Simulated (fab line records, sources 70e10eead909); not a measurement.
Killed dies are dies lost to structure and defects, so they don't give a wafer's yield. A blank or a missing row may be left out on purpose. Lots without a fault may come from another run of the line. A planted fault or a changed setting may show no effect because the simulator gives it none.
fab line records | flow nand_harc | part 1 of 2: steps 1 to 4 of 6
record lots=20 wafers=60 last_day=33
route steps=1302 shown A_STAIRCASE@681
lots that met no fault: from a run of the same line without faults
start_h: hours from the record's first day to the start of the lot's first wafer shown | wait_h: hours since the lot's step before | " the same as in the row above | L1.1+2: a row that stands for several wafers | - no value, or no start given | * or withheld: withheld | < > ~ a bound
route shown NAME@n: a module of which the file shows steps, and the number in the route of the first | usual: mean/standard deviation of fault-free wafers | same: alike in all rows | chamber/n: place in a boat | sites: the reading at each site | _std_site: their standard deviation | _edge_site: outer sites' mean less inner sites' | radius_mm: how far each site lies from the wafer's centre | mask NAME#n: copy n | behind: the tool/chamber that last shaped the wafer | hold: why the lot was held/for how many hours/how that ended | device: the transistor (n, p or np) that didn't switch | end of line: the same wafers' tests at the end of the route | a step without rows: its recipe alone | killed: dies lost to structure and defects at the first sort, not the wafer's yield | map: a wafer's dies, x killed, . not, _ none there
set.NAME: the setting as run; set.NAME@STEP: as run at that earlier step | model.NAME: the simulator's own value behind a step, which no gauge read
steps of the route over a sample of lots; a table a step, a row a wafer
services: from which hour (start_h, from the record's first day; less than 0 if before it) a tool's chamber was out of use, for how many hours, and why
## steps
# step NHARC_A_STAIRCASE_TRIM_24
# recipe time_s=211.2 o2_flow_sccm=500 ar_flow_sccm=0 bias_w=0 chemistry=O2
# usual drypump_motor_current_A=5.6/0.38 o2_flow_sccm=500.0/1.6 oes_product_au=1.002/0.0093 rf_vpp_V=57.7/0.83 showerhead_plenum_p_Torr=3.47/0.14 throttle_valve_pct=17.037/0.0088
# same bias_w=0 time_s=211.2
# columns lot.wafer tool chamber start_h wait_h drypump_motor_current_A o2_flow_sccm oes_product_au rf_hours_counter_h rf_vpp_V showerhead_plenum_p_Torr throttle_valve_pct
L075.3 rie_diel-13 1 - - 5.9 496.7 0.998 2 58.0 3.61 17.052
L075.2 " 3 " " 5.4 497.7 0.997 2 56.4 3.31 17.041
L075.6 " 0 " " 6.1 501.2 0.992 - 56.1 3.42 17.063
L074.3 rie_diel-02 0 - - 5.3 498.1 1.012 47 59.8 3.64 17.019
L074.5 " 0 " " 5.2 499.7 1.006 - 58.8 3.64 17.022
L074.6 " 3 " " 4.7 499.5 1.002 - 57.8 3.56 17.040
L076.1 rie_diel-10 2 - - 5.2 498.2 0.992 35 58.4 3.45 17.052
L076.4 " 3 " " 5.5 500.7 1.017 38 58.8 3.35 17.035
L076.6 " 1 " " 5.6 498.7 0.983 - 56.9 3.55 17.032
L077.3 rie_diel-10 2 - - 5.2 499.5 0.986 37 57.0 3.45 17.032
L077.1 " 3 " " 5.6 499.6 1.013 40 56.0 3.35 17.035
L077.6 " 2 " " 5.2 502.0 0.988 - 57.6 3.45 17.043
L079.4 rie_diel-02 0 - - 5.3 498.4 0.987 3 58.1 3.63 17.036
L079.3 " 2 " " 5.4 498.1 1.000 4 57.4 3.53 17.044
L079.6 " 3 " " 4.8 500.4 1.009 - 57.5 3.56 17.035
L080.3 rie_diel-13 1 - - 5.9 502.4 1.001 15 57.3 3.60 17.034
L080.2 " 3 " " 5.5 501.0 1.004 17 57.7 3.30 17.037
L080.1 " 0 " " 6.1 501.3 1.016 17 58.3 3.41 17.029
L081.2 rie_diel-13 2 - - 5.3 501.1 1.009 18 57.0 3.36 17.039
L081.3 " 0 " " 6.1 500.4 1.006 20 58.4 3.41 17.034
L081.6 " 1 " " 5.9 501.0 1.003 - 58.8 3.60 17.026
L082.2 rie_diel-10 0 - - 5.7 499.9 0.999 8 56.7 3.38 17.032
L082.3 " 3 " " 5.5 500.7 1.007 - 57.1 3.34 17.028
L082.4 " 0 " " 5.7 502.4 0.996 - 56.5 3.38 17.034
L083.3 rie_diel-10 1 - - 5.6 500.6 0.991 8 57.3 3.53 17.040
L083.1 " 3 " " 5.6 501.6 1.006 12 56.8 3.34 17.031
L083.2 " 0 " " 5.7 497.7 0.992 11 56.0 3.38 17.030
L085.3 rie_diel-13 2 - - 5.3 500.4 1.022 32 56.5 3.36 17.041
L085.4 " 3 " " 5.4 498.3 1.003 31 59.0 3.29 17.054
L085.1 " 0 " " 6.1 502.7 1.010 31 57.8 3.41 17.038
L084.2 rie_diel-10 1 - - 5.7 498.7 0.997 10 58.3 3.53 17.031
L084.1 " 3 " " 5.5 502.2 0.996 13 56.6 3.34 17.031
L084.5 " 0 " " 5.7 500.1 0.982 - 57.6 3.38 17.054
L087.4 rie_diel-02 2 - - 5.4 498.2 1.009 22 57.9 3.52 17.048
L087.2 " 0 " " 5.3 498.7 0.993 20 57.8 3.62 17.046
L087.5 " 1 " " 6.4 498.3 1.003 - 58.0 3.80 17.032
L089.2 rie_diel-13 1 - - 5.9 499.8 1.002 45 57.2 3.58 17.047
L089.6 " 0 " " 6.0 498.8 0.999 - 57.8 3.40 17.039
L089.5 " 1 " " 5.9 501.6 0.999 - 57.7 3.58 17.044
L091.1 rie_diel-13 2 - - 5.3 500.9 0.998 1 58.7 3.35 17.048
L091.5 " 3 " " 5.4 499.1 1.012 - 58.3 3.81 17.052
L091.6 " 0 " " 6.1 498.4 1.001 - 58.0 3.40 17.049
L090.2 rie_diel-10 1 - - 5.7 502.6 1.006 36 58.1 3.52 17.044
L090.6 " 2 " " 5.2 500.0 0.993 - 56.7 3.43 17.045
L090.5 " 3 " " 5.6 501.2 1.002 - 57.0 3.32 17.030
L092.4 rie_diel-13 2 - - 5.3 499.2 0.994 4 58.3 3.35 17.028
L092.3 " 0 " " 6.0 501.2 1.021 4 59.2 3.40 17.035
L092.2 " 1 " " 5.9 500.9 1.010 4 58.7 3.58 17.035
L093.1 rie_diel-13 0 - - 6.1 503.7 1.004 5 58.6 3.39 17.048
L093.4 " 1 " " 5.9 499.5 1.005 4 56.6 3.58 17.029
L093.6 " 3 " " 5.4 499.7 1.010 - 58.1 3.81 17.034
L094.3 rie_diel-10 2 - - 5.2 499.7 0.999 37 57.0 3.42 17.045
L094.2 " 1 " " 5.7 499.6 1.009 44 57.6 3.51 17.038
L094.6 " 3 " " 5.5 499.9 1.007 - 55.9 3.31 17.038
L096.1 rie_diel-02 1 - - 6.4 501.0 0.995 56 58.3 3.78 17.027
L096.2 " 3 " " 4.7 498.5 1.015 57 58.7 3.53 17.026
L096.6 " 0 " " 5.2 496.9 1.005 - 58.2 3.61 17.036
L095.2 rie_diel-10 1 - - 5.7 497.7 0.995 47 58.9 3.51 17.038
L095.1 " 2 " " 5.2 496.8 0.984 39 58.0 3.42 17.050
L095.4 " 3 " " 5.5 500.5 0.994 54 58.2 3.31 17.044
# step NHARC_A_STAIRCASE_TRIM_26
# recipe time_s=211.2 o2_flow_sccm=500 ar_flow_sccm=0 bias_w=0 chemistry=O2
# usual drypump_motor_current_A=5.6/0.37 o2_flow_sccm=500.1/1.3 oes_product_au=1.001/0.0098 rf_vpp_V=57.6/0.89 showerhead_plenum_p_Torr=3.46/0.14 throttle_valve_pct=17.038/0.008
# same bias_w=0 time_s=211.2
# columns lot.wafer tool chamber start_h wait_h drypump_motor_current_A o2_flow_sccm oes_product_au rf_hours_counter_h rf_vpp_V showerhead_plenum_p_Torr throttle_valve_pct
L075.3 rie_diel-13 3 - - 5.4 502.2 0.984 2 56.3 3.31 17.041
L075.2 " 0 " " 6.1 501.0 0.994 2 56.6 3.42 17.038
L075.6 " 1 " " 5.9 501.8 1.004 - 58.6 3.61 17.036
L074.3 rie_diel-02 1 - - 6.4 503.1 0.993 51 59.3 3.29 17.038
L074.5 " 1 " " 6.4 500.9 0.997 - 57.1 3.29 17.035
L074.6 " 3 " " 4.7 498.3 1.017 - 57.7 3.56 17.038
L076.4 rie_diel-10 3 - - 5.5 502.0 1.017 38 57.7 3.35 17.038
L076.1 " 0 " " 5.7 500.5 1.006 42 56.8 3.39 17.033
L076.6 " 2 " " 5.2 499.7 0.992 - 57.6 3.45 17.030
L077.3 rie_diel-10 3 - - 5.6 499.9 1.019 40 56.6 3.35 17.038
L077.1 " 0 " " 5.7 499.7 0.998 43 57.4 3.39 17.029
L077.6 " 2 " " 5.2 499.3 0.994 - 58.0 3.45 17.044
L079.4 rie_diel-02 2 - - 5.4 499.7 1.016 4 56.9 3.53 17.047
L079.3 " 1 " " 6.4 500.3 0.999 4 59.3 3.81 17.043
L079.6 " 3 " " 4.7 501.1 0.999 - 58.0 3.56 17.048
L080.3 rie_diel-13 1 - - 5.9 500.5 0.997 16 58.3 3.60 17.042
L080.2 " 3 " " 5.4 498.8 1.012 17 57.8 3.30 17.037
L080.1 " 0 " " 6.1 501.1 1.005 17 56.2 3.41 17.047
L081.3 rie_diel-13 1 - - 5.9 497.4 1.005 18 58.1 3.60 17.044
L081.2 " 2 " " 5.3 499.4 1.011 18 55.4 3.36 17.028
L081.6 " 2 " " 5.3 499.0 1.008 - 59.2 3.36 17.044
L082.2 rie_diel-10 0 - - 5.7 500.7 0.983 8 57.7 3.38 17.044
L082.4 " 3 " " 5.6 500.4 0.996 - 58.7 3.34 17.043
L082.3 " 0 " " 5.7 499.7 1.002 - 56.8 3.38 17.032
L083.2 rie_diel-10 0 - - 5.7 498.4 0.995 11 57.0 3.38 17.018
L083.3 " 1 " " 5.7 499.1 0.997 9 57.5 3.53 17.033
L083.1 " 3 " " 5.5 501.3 1.014 12 57.1 3.34 17.043
L085.1 rie_diel-13 2 - - 5.3 501.4 1.012 32 56.6 3.36 17.050
L085.3 " 3 " " 5.5 499.6 1.005 32 56.3 3.29 17.038
L085.4 " 1 " " 5.9 499.7 1.000 32 58.0 3.59 17.032
L084.1 rie_diel-10 1 - - 5.7 500.1 0.994 10 58.0 3.53 17.042
L084.2 " 3 " " 5.5 502.6 1.003 14 55.6 3.34 17.036
L084.5 " 0 " " 5.7 500.4 0.984 - 57.5 3.38 17.045
L087.2 rie_diel-02 3 - - 4.8 498.7 0.999 22 57.4 3.55 17.044
L087.4 " 1 " " 6.4 499.9 1.004 22 56.7 3.80 17.031
L087.5 " 0 " " 5.3 502.6 0.995 - 57.7 3.62 17.024
L089.2 rie_diel-13 1 - - 5.9 498.4 1.016 45 56.8 3.58 17.034
L089.5 " 0 " " 6.0 501.0 0.998 - 57.5 3.40 17.022
L089.6 " 1 " " 5.9 498.3 0.998 - 58.2 3.58 17.047
L091.1 rie_diel-13 2 - - 5.3 499.9 0.991 1 55.7 3.35 17.047
L091.6 " 2 " " 5.3 499.3 0.995 - 56.9 3.35 17.042
L091.5 " 3 " " 5.5 499.2 1.014 - 58.1 3.81 17.038
L090.2 rie_diel-10 0 - - 5.7 500.7 0.987 38 57.3 3.36 17.025
L090.5 " 3 " " 5.6 500.4 1.000 - 58.2 3.32 17.042
L090.6 " 0 " " 5.7 501.3 0.987 - 57.3 3.36 17.050
L092.3 rie_diel-13 0 - - 6.1 501.4 1.001 5 56.7 3.39 17.036
L092.4 " 1 " " 5.9 500.5 1.002 4 58.0 3.58 17.053
L092.2 " 2 " " 5.3 501.1 0.995 4 57.6 3.35 17.040
L093.1 rie_diel-13 2 - - 5.3 502.5 0.980 4 58.2 3.34 17.039
L093.4 " 3 " " 5.4 502.1 1.018 4 58.9 3.81 17.033
L093.6 " 2 " " 5.4 500.2 0.990 - 58.6 3.34 17.038
L094.2 rie_diel-10 0 - - 5.7 497.7 0.989 48 57.0 3.36 17.025
L094.3 " 1 " " 5.7 500.6 1.010 45 57.0 3.51 17.050
L094.6 " 0 " " 5.7 499.5 0.986 - 57.5 3.36 17.041
L096.1 rie_diel-02 3 - - 4.8 501.9 0.992 57 58.8 3.53 17.029
L096.2 " 1 " " 6.4 500.2 0.999 56 58.2 3.78 17.035
L096.6 " 3 " " 4.7 497.7 0.993 - 57.4 3.53 17.046
L095.2 rie_diel-10 2 - - 5.2 498.6 0.987 39 57.6 3.42 17.036
L095.4 " 3 " " 5.6 500.5 0.999 54 56.6 3.31 17.030
L095.1 " 0 " " 5.7 501.8 0.992 51 58.5 3.36 17.029
# step NHARC_A_STAIRCASE_STRIP_175
# recipe power_w=1500 temp_c=250 chemistry=O2
# usual drypump_motor_current_A=5.7/0.55 heater_power_w=338/19 rf_refl_power_W=20/3.7 temp_c=250.00/0.2
# columns lot.wafer tool chamber start_h wait_h drypump_motor_current_A heater_power_w rf_hours_counter_h rf_refl_power_W temp_c
L075.2 plasma_asher-02 0 362.26 0.1 6.5 367 22 20 249.93
L075.3 " 0 " " 6.5 365 - 20 249.92
L075.6 " 1 " " 5.8 364 - 17 250.21
L074.3 plasma_asher-02 1 365.37 0.4 5.8 369 - - 249.91
L074.6 " 0 " " 6.5 368 - - 250.07
L074.5 " 1 " " 5.8 351 - - 250.00
L076.1 plasma_asher-02 1 374.36 0.1 5.8 368 25 - 250.04
L076.4 " 0 " " 6.5 363 - - 249.75
L076.6 " 1 " " 5.8 351 - - 250.50
L077.1 plasma_asher-02 0 380.46 0.1 6.5 367 26 19 249.88
L077.3 " 1 " " 5.8 370 - 16 249.99
L077.6 " 1 " " 5.8 362 - 17 250.02
L079.4 plasma_asher-01 1 421.61 0.2 5.1 327 - 26 249.93
L079.3 " 0 " " 5.3 326 - 17 249.97
L079.6 " 1 " " 5.0 323 - 26 249.75
L080.2 plasma_asher-01 1 421.80 0.2 5.0 324 12 25 250.17
L080.1 " 0 " " 5.3 320 12 17 249.66
L080.3 " 0 " " 5.3 330 - 16 249.92
L081.2 plasma_asher-01 0 429.76 0.1 5.4 328 14 17 250.14
L081.3 " 0 " " 5.3 321 - 17 249.80
L081.6 " 0 " " 5.3 322 - 17 249.91
L082.2 plasma_asher-02 0 450.56 0.1 6.5 353 3 20 249.90
L082.4 " 0 " " 6.5 358 - 20 249.96
L082.3 " 1 " " 5.8 339 - 17 249.93
L083.2 plasma_asher-02 0 457.05 0.1 6.5 364 5 - 250.15
L083.1 " 1 " " 5.8 342 5 - 249.77
L083.3 " 0 " " 6.5 347 - - 250.23
L085.1 plasma_asher-02 1 463.09 0.1 5.8 332 6 16 249.82
L085.4 " 0 " " 6.5 361 - 20 249.96
L085.3 " 1 " " 5.9 330 - 15 249.90
L084.2 plasma_asher-01 0 463.36 0.1 5.4 323 23 16 249.87
L084.1 " 1 " " 5.0 317 23 25 249.91
L084.5 " 1 " " 5.0 319 - 25 249.96
L087.2 plasma_asher-02 0 473.45 0.1 6.5 356 8 19 250.22
L087.4 " 1 " " 5.8 342 - 17 249.90
L087.5 " 0 " " 6.5 354 - 20 250.10
L089.2 plasma_asher-01 1 502.32 0.1 5.0 317 31 26 249.99
L089.6 " 0 " " 5.4 320 - 16 250.01
L089.5 " 1 " " 5.1 329 - 26 249.95
L090.2 plasma_asher-02 0 533.28 0.1 6.5 368 20 20 250.04
L090.6 " 0 " " 6.5 354 - 20 249.92
L090.5 " 1 " " 5.8 348 - 17 250.30
L091.1 plasma_asher-01 0 533.29 0.1 5.3 320 1 17 249.69
L091.5 " 1 " " 5.0 327 - 26 250.32
L091.6 " 0 " " 5.3 312 - 17 249.92
L092.2 plasma_asher-01 1 547.72 0.1 5.0 328 4 25 250.30
L092.4 " 0 " " 5.3 316 - 17 250.01
L092.3 " 1 " " 5.0 327 - 25 250.19
L093.1 plasma_asher-02 0 548.03 0.1 6.5 353 23 20 249.94
L093.4 " 0 " " 6.5 353 - 20 250.05
L093.6 " 0 " " 6.5 349 - 19 249.99
L094.2 plasma_asher-01 1 558.70 0.1 5.1 315 6 26 250.36
L094.3 " 0 " " 5.3 311 - 17 249.82
L094.6 " 1 " " 5.0 323 - 26 250.32
L096.1 plasma_asher-01 1 571.12 0.1 5.1 316 9 25 250.07
L096.2 " 0 " " 5.3 316 9 17 249.67
L096.6 " 0 " " 5.4 309 - 16 250.20
L095.1 plasma_asher-02 1 571.39 0.1 5.8 340 29 17 249.96
L095.2 " 0 " " 6.5 350 29 20 250.27
L095.4 " 0 " " 6.5 363 - 20 250.28
# step NHARC_A_STAIRCASE_TRIM_202
# recipe time_s=211.2 o2_flow_sccm=500 ar_flow_sccm=0 bias_w=0 chemistry=O2
# usual drypump_motor_current_A=5.5/0.44 o2_flow_sccm=500.2/1.3 oes_product_au=1.001/0.0092 rf_vpp_V=57.8/0.96 showerhead_plenum_p_Torr=3.51/0.15 throttle_valve_pct=17.037/0.0096
# same bias_w=0 time_s=211.2
# columns lot.wafer tool chamber start_h wait_h drypump_motor_current_A o2_flow_sccm oes_product_au rf_hours_counter_h rf_vpp_V showerhead_plenum_p_Torr throttle_valve_pct
L075.2 rie_diel-10 2 - - 5.2 501.0 0.991 33 57.2 3.45 17.037
L075.3 " 3 " " 5.5 499.0 1.019 37 58.3 3.35 17.032
L075.6 " 2 " " 5.2 501.1 0.990 - 59.1 3.45 17.048
L074.3 rie_diel-02 1 - - 6.4 501.9 1.003 53 57.1 3.29 17.048
L074.5 " 2 " " 5.4 498.1 1.007 - 56.8 3.53 17.046
L074.6 " 3 " " 4.7 501.7 1.012 - 57.9 3.56 17.038
L076.4 rie_diel-13 1 - - 5.9 500.7 0.992 5 59.3 3.60 17.027
L076.1 " 2 " " 5.3 499.5 1.006 5 58.2 3.37 17.029
L076.6 " 0 " " 6.0 499.1 0.997 - 58.0 3.42 17.054
L077.1 rie_diel-02 0 - - 5.3 499.5 0.997 56 58.3 3.64 17.020
L077.3 " 1 " " 6.4 499.2 0.998 58 55.6 3.29 17.040
L077.6 " 3 " " 4.7 499.3 1.006 - 57.2 3.56 17.042
L079.4 rie_diel-13 3 - - 5.5 502.0 0.993 18 55.9 3.30 17.036
L079.3 " 0 " " 6.0 497.9 1.002 18 57.5 3.41 17.036
L079.6 " 0 " " 6.1 500.2 1.002 - 56.5 3.41 17.018
L080.1 rie_diel-02 0 - - 5.3 500.5 1.004 5 59.2 3.63 17.036
L080.3 " 1 " " 6.4 502.1 0.998 5 59.2 3.81 17.021
L080.2 " 3 " " 4.7 498.2 1.013 5 57.9 3.56 17.045
L081.2 rie_diel-10 3 - - 5.5 500.3 1.004 1 56.3 3.34 17.011
L081.3 " 0 " " 5.7 501.9 0.998 1 57.8 3.38 17.033
L081.6 " 1 " " 5.7 500.4 1.003 - 57.5 3.53 17.034
L082.4 rie_diel-13 0 - - 6.0 502.1 1.005 29 57.9 3.41 17.028
L082.3 " 2 " " 5.3 501.8 1.007 30 57.9 3.36 17.038
L082.2 " 3 " " 5.4 498.7 1.002 29 57.6 3.29 17.024
L083.1 rie_diel-02 2 - - 5.4 501.6 1.013 18 58.4 3.52 17.042
L083.2 " 0 " " 5.3 501.5 0.997 16 58.1 3.63 17.043
L083.3 " 1 " " 6.4 502.6 0.999 18 59.7 3.80 17.051
L085.4 rie_diel-02 1 - - 6.4 500.9 1.013 20 58.2 3.80 17.046
L085.1 " 2 " " 5.4 499.0 1.013 20 57.0 3.52 17.035
L085.3 " 3 " " 4.7 499.9 1.012 20 57.4 3.55 17.030
L084.2 rie_diel-13 2 - - 5.3 499.8 1.018 33 58.0 3.36 17.044
L084.1 " 1 " " 5.9 500.1 1.009 33 57.7 3.59 17.048
L084.5 " 3 " " 5.4 498.0 1.005 - 55.7 3.29 17.041
L087.4 rie_diel-02 0 - - 5.3 501.9 0.998 22 57.9 3.62 17.038
L087.2 " 1 " " 6.4 497.9 0.984 23 59.1 3.79 17.042
L087.5 " 3 " " 4.7 500.8 1.006 - 57.7 3.55 17.033
L089.2 rie_diel-10 2 - - 5.2 498.1 0.998 19 58.3 3.43 17.055
L089.5 " 1 " " 5.7 499.0 0.997 - 57.2 3.52 17.017
L089.6 " 2 " " 5.2 499.0 1.001 - 58.2 3.43 17.037
L091.1 rie_diel-02 3 - - 4.8 502.5 1.000 43 57.6 3.54 17.041
L091.5 " 2 " " 5.4 500.9 1.010 - 57.9 3.51 17.038
L091.6 " 3 " " 4.7 501.6 0.990 - 57.8 3.53 17.042
L090.2 rie_diel-13 1 - - 5.9 499.9 1.011 2 58.7 3.58 17.039
L090.6 " 1 " " 5.9 498.6 1.014 - 58.1 3.58 17.031
L090.5 " 2 " " 5.3 499.5 0.996 - 56.5 3.35 17.037
L092.2 rie_diel-02 2 - - 5.4 501.5 1.007 47 59.5 3.50 17.020
L092.3 " 0 " " 5.3 500.5 0.991 47 58.8 3.61 17.024
L092.4 " 1 " " 6.4 500.2 0.994 51 57.6 3.78 17.042
L093.1 rie_diel-13 2 - - 5.3 499.8 0.986 6 56.1 3.34 17.048
L093.4 " 3 " " 5.5 499.6 1.015 6 58.2 3.80 17.038
L093.6 " 2 " " 5.3 500.7 0.989 - 58.0 3.34 17.042
L094.2 rie_diel-13 3 - - 5.4 498.9 1.000 10 59.1 3.80 17.031
L094.3 " 2 " " 5.3 500.8 0.989 9 56.9 3.34 17.021
L094.6 " 0 " " 6.0 500.3 1.002 - 56.7 3.39 17.034
L096.2 rie_diel-13 2 - - 5.4 501.1 0.985 18 59.0 3.34 17.050
L096.1 " 3 " " 5.4 501.0 1.013 18 59.6 3.80 17.034
L096.6 " 2 " " 5.3 501.6 0.992 - 57.6 3.34 17.035
L095.4 rie_diel-13 1 - - 5.9 500.6 0.999 18 57.1 3.57 17.021
L095.1 " 3 " " 5.5 499.8 1.002 19 57.0 3.80 17.047
L095.2 " 0 " " 6.1 498.8 1.023 18 56.5 3.39 17.036
